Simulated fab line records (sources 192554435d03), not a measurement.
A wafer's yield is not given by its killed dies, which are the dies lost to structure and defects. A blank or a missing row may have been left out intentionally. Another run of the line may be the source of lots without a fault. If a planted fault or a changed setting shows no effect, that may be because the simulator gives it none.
Split-lot experiment / flow n5 finfet / on a route of 1938 steps: 7 lots, 39 wafers read

THE SPLIT ITSELF
At N5_BEOL_M3_ALD_98 (deposits SiO2, target thk 2.5 nm, pulse time 1 s, co reactant pulse time 1 s), the setting ald cycles was moved away from the recipe's 17 on 15 of the 39 wafers read, by -52.9% to +52.9%. For the rest of the wafers, this setting stayed at what the recipe calls for.

Reading taken at the split's own step.

THE READING
SiO2_of_BEOL_M3_ALD_98.thk nm (the simulator's own value, which no gauge read), in nm, at N5_BEOL_M3_ALD_98 (deposits SiO2, target thk 2.5 nm, pulse time 1 s, co reactant pulse time 1 s). There is no usual value for it anywhere in the file. Here, 24 wafers ran the recipe; their average is 2.5 nm with a standard deviation of 0.1 nm.

wafer=L076.1; tool, chamber at the split=ald sin-02, 1,2; ald cycles as run=17; against the recipe=recipe; SiO2_of_BEOL_M3_ALD_98.thk nm, nm=2.6; against lot-mates on the recipe=-
wafer=L076.6; tool, chamber at the split=ald sin-02, 1,2; ald cycles as run=17; against the recipe=recipe; SiO2_of_BEOL_M3_ALD_98.thk nm, nm=2.6; against lot-mates on the recipe=-
wafer=L076.2; tool, chamber at the split=ald sin-02, 2,0,3; ald cycles as run=14; against the recipe=-17.6%; SiO2_of_BEOL_M3_ALD_98.thk nm, nm=2; against lot-mates on the recipe=-0.5
wafer=L076.4; tool, chamber at the split=ald sin-02, 2,0,3; ald cycles as run=14; against the recipe=-17.6%; SiO2_of_BEOL_M3_ALD_98.thk nm, nm=2; against lot-mates on the recipe=-0.5
wafer=L076.5; tool, chamber at the split=ald sin-02, 2,0,3; ald cycles as run=14; against the recipe=-17.6%; SiO2_of_BEOL_M3_ALD_98.thk nm, nm=2; against lot-mates on the recipe=-0.5
wafer=L076.3; tool, chamber at the split=ald sin-02, 3; ald cycles as run=17; against the recipe=recipe; SiO2_of_BEOL_M3_ALD_98.thk nm, nm=2.4; against lot-mates on the recipe=-
wafer=L077.1; tool, chamber at the split=ald sin-02, 2; ald cycles as run=17; against the recipe=recipe; SiO2_of_BEOL_M3_ALD_98.thk nm, nm=2.4; against lot-mates on the recipe=-
wafer=L077.2; tool, chamber at the split=ald sin-02, 1,0,3; ald cycles as run=8; against the recipe=-52.9%; SiO2_of_BEOL_M3_ALD_98.thk nm, nm=1.2; against lot-mates on the recipe=-1.3
wafer=L077.3; tool, chamber at the split=ald sin-02, 1,0,3; ald cycles as run=8; against the recipe=-52.9%; SiO2_of_BEOL_M3_ALD_98.thk nm, nm=1.2; against lot-mates on the recipe=-1.3
wafer=L077.4; tool, chamber at the split=ald sin-02, 1,0,3; ald cycles as run=8; against the recipe=-52.9%; SiO2_of_BEOL_M3_ALD_98.thk nm, nm=1.2; against lot-mates on the recipe=-1.3
wafer=L077.5; tool, chamber at the split=ald sin-02, 1,2; ald cycles as run=17; against the recipe=recipe; SiO2_of_BEOL_M3_ALD_98.thk nm, nm=2.6; against lot-mates on the recipe=-
wafer=L077.6; tool, chamber at the split=ald sin-02, 1,2; ald cycles as run=17; against the recipe=recipe; SiO2_of_BEOL_M3_ALD_98.thk nm, nm=2.6; against lot-mates on the recipe=-
wafer=L088.1; tool, chamber at the split=ald sin-02, 2,0,3; ald cycles as run=21; against the recipe=+23.5%; SiO2_of_BEOL_M3_ALD_98.thk nm, nm=3; against lot-mates on the recipe=+0.4
wafer=L088.3; tool, chamber at the split=ald sin-02, 2,0,3; ald cycles as run=21; against the recipe=+23.5%; SiO2_of_BEOL_M3_ALD_98.thk nm, nm=3; against lot-mates on the recipe=+0.4
wafer=L088.5; tool, chamber at the split=ald sin-02, 2,0,3; ald cycles as run=21; against the recipe=+23.5%; SiO2_of_BEOL_M3_ALD_98.thk nm, nm=3; against lot-mates on the recipe=+0.4
wafer=L088.2; tool, chamber at the split=ald sin-02, 3,1,2; ald cycles as run=17; against the recipe=recipe; SiO2_of_BEOL_M3_ALD_98.thk nm, nm=2.6; against lot-mates on the recipe=-
wafer=L088.4; tool, chamber at the split=ald sin-02, 3,1,2; ald cycles as run=17; against the recipe=recipe; SiO2_of_BEOL_M3_ALD_98.thk nm, nm=2.6; against lot-mates on the recipe=-
wafer=L088.6; tool, chamber at the split=ald sin-02, 3,1,2; ald cycles as run=17; against the recipe=recipe; SiO2_of_BEOL_M3_ALD_98.thk nm, nm=2.6; against lot-mates on the recipe=-
wafer=L089.3; tool, chamber at the split=ald sin-04, 1,0,2; ald cycles as run=17; against the recipe=recipe; SiO2_of_BEOL_M3_ALD_98.thk nm, nm=2.4; against lot-mates on the recipe=-
wafer=L089.4; tool, chamber at the split=ald sin-04, 1,0,2; ald cycles as run=17; against the recipe=recipe; SiO2_of_BEOL_M3_ALD_98.thk nm, nm=2.4; against lot-mates on the recipe=-
wafer=L089.6; tool, chamber at the split=ald sin-04, 1,0,2; ald cycles as run=17; against the recipe=recipe; SiO2_of_BEOL_M3_ALD_98.thk nm, nm=2.4; against lot-mates on the recipe=-
wafer=L094.1; tool, chamber at the split=ald sin-03, 3,0,3; ald cycles as run=17; against the recipe=recipe; SiO2_of_BEOL_M3_ALD_98.thk nm, nm=2.6; against lot-mates on the recipe=-
wafer=L094.2; tool, chamber at the split=ald sin-03, 3,0,3; ald cycles as run=17; against the recipe=recipe; SiO2_of_BEOL_M3_ALD_98.thk nm, nm=2.6; against lot-mates on the recipe=-
wafer=L094.6; tool, chamber at the split=ald sin-03, 3,0,3; ald cycles as run=17; against the recipe=recipe; SiO2_of_BEOL_M3_ALD_98.thk nm, nm=2.6; against lot-mates on the recipe=-
wafer=L094.3; tool, chamber at the split=ald sin-03, 1,2; ald cycles as run=21; against the recipe=+23.5%; SiO2_of_BEOL_M3_ALD_98.thk nm, nm=3; against lot-mates on the recipe=+0.4
wafer=L094.5; tool, chamber at the split=ald sin-03, 1,2; ald cycles as run=21; against the recipe=+23.5%; SiO2_of_BEOL_M3_ALD_98.thk nm, nm=3; against lot-mates on the recipe=+0.4
wafer=L094.4; tool, chamber at the split=ald sin-03, 2; ald cycles as run=21; against the recipe=+23.5%; SiO2_of_BEOL_M3_ALD_98.thk nm, nm=3.2; against lot-mates on the recipe=+0.6
wafer=L095.1; tool, chamber at the split=ald sin-04, 1,0,2; ald cycles as run=26; against the recipe=+52.9%; SiO2_of_BEOL_M3_ALD_98.thk nm, nm=3.8; against lot-mates on the recipe=+1.3
wafer=L095.2; tool, chamber at the split=ald sin-04, 1,0,2; ald cycles as run=26; against the recipe=+52.9%; SiO2_of_BEOL_M3_ALD_98.thk nm, nm=3.8; against lot-mates on the recipe=+1.3
wafer=L095.3; tool, chamber at the split=ald sin-04, 1,0,2; ald cycles as run=26; against the recipe=+52.9%; SiO2_of_BEOL_M3_ALD_98.thk nm, nm=3.8; against lot-mates on the recipe=+1.3
wafer=L095.4; tool, chamber at the split=ald sin-04, 3,1; ald cycles as run=17; against the recipe=recipe; SiO2_of_BEOL_M3_ALD_98.thk nm, nm=2.4; against lot-mates on the recipe=-
wafer=L095.5; tool, chamber at the split=ald sin-04, 3,1; ald cycles as run=17; against the recipe=recipe; SiO2_of_BEOL_M3_ALD_98.thk nm, nm=2.4; against lot-mates on the recipe=-
wafer=L095.6; tool, chamber at the split=ald sin-04, 0; ald cycles as run=17; against the recipe=recipe; SiO2_of_BEOL_M3_ALD_98.thk nm, nm=2.6; against lot-mates on the recipe=-
wafer=L096.1; tool, chamber at the split=ald sin-04, 3,1,2,1,2; ald cycles as run=17; against the recipe=recipe; SiO2_of_BEOL_M3_ALD_98.thk nm, nm=2.4; against lot-mates on the recipe=-
wafer=L096.3; tool, chamber at the split=ald sin-04, 3,1,2,1,2; ald cycles as run=17; against the recipe=recipe; SiO2_of_BEOL_M3_ALD_98.thk nm, nm=2.4; against lot-mates on the recipe=-
wafer=L096.4; tool, chamber at the split=ald sin-04, 3,1,2,1,2; ald cycles as run=17; against the recipe=recipe; SiO2_of_BEOL_M3_ALD_98.thk nm, nm=2.4; against lot-mates on the recipe=-
wafer=L096.5; tool, chamber at the split=ald sin-04, 3,1,2,1,2; ald cycles as run=17; against the recipe=recipe; SiO2_of_BEOL_M3_ALD_98.thk nm, nm=2.4; against lot-mates on the recipe=-
wafer=L096.6; tool, chamber at the split=ald sin-04, 3,1,2,1,2; ald cycles as run=17; against the recipe=recipe; SiO2_of_BEOL_M3_ALD_98.thk nm, nm=2.4; against lot-mates on the recipe=-
wafer=L096.2; tool, chamber at the split=ald sin-04, 0; ald cycles as run=17; against the recipe=recipe; SiO2_of_BEOL_M3_ALD_98.thk nm, nm=2.6; against lot-mates on the recipe=-
The file does not say which wafer passed through which chamber wherever a row lists several chambers: such a row stands for several wafers.

FIT RESULTS
A straight line over all 39 wafers: SiO2_of_BEOL_M3_ALD_98.thk nm changes by +0.0245 nm for each +1% of ald cycles; r = +0.99; the points scatter about the line by 0.089 nm.
The same after taking each lot's own level away (the mean of its wafers on the recipe; 39 wafers): +0.0245 nm for each +1%; r = +0.99; scatter 0.086 nm.
Per that fit: largest ald cycles move, reading shift of 1.3 nm.
Across the lots, their own levels run from 2.40 to 2.60 nm, a range of 2.0 times the standard deviation given above.
Hence the lot-to-lot level has little effect on the slope; both slopes agree.
Check: -1.32 nm against its lot-mates is what the line predicts for one of the wafers moved furthest among these (-52.9%) when that wafer is left out of the fit. It came out at -1.33 nm against them.

ADDITIONAL SPLITS CARRIED BY THESE WAFERS
These wafers also went through other splits before the reading. Each is held against what the fit with the lots' levels taken away leaves over:
other split on the same wafers=N5_ZERO_LAYER_PECVD_02 time s; wafers away from the commonest value=15; r with SiO2_of_BEOL_M3_ALD_98.thk nm (lot level and that fit taken away)=-0.04
other split on the same wafers=N5_SD_EPI_N_EPI_21 time s; wafers away from the commonest value=15; r with SiO2_of_BEOL_M3_ALD_98.thk nm (lot level and that fit taken away)=-0.22
other split on the same wafers=N5_HKMG_FIN_ALD_36 ald cycles; wafers away from the commonest value=9; r with SiO2_of_BEOL_M3_ALD_98.thk nm (lot level and that fit taken away)=-0.01
other split on the same wafers=N5_MOL_CONTACT_COAG_ETCH_91 target depth a; wafers away from the commonest value=9; r with SiO2_of_BEOL_M3_ALD_98.thk nm (lot level and that fit taken away)=-0.40

FILE'S OWN FIT
SiO2_of_BEOL_M3_ALD_98.thk nm changes by +0.0243 nm for each +1% of ald cycles, r = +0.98.
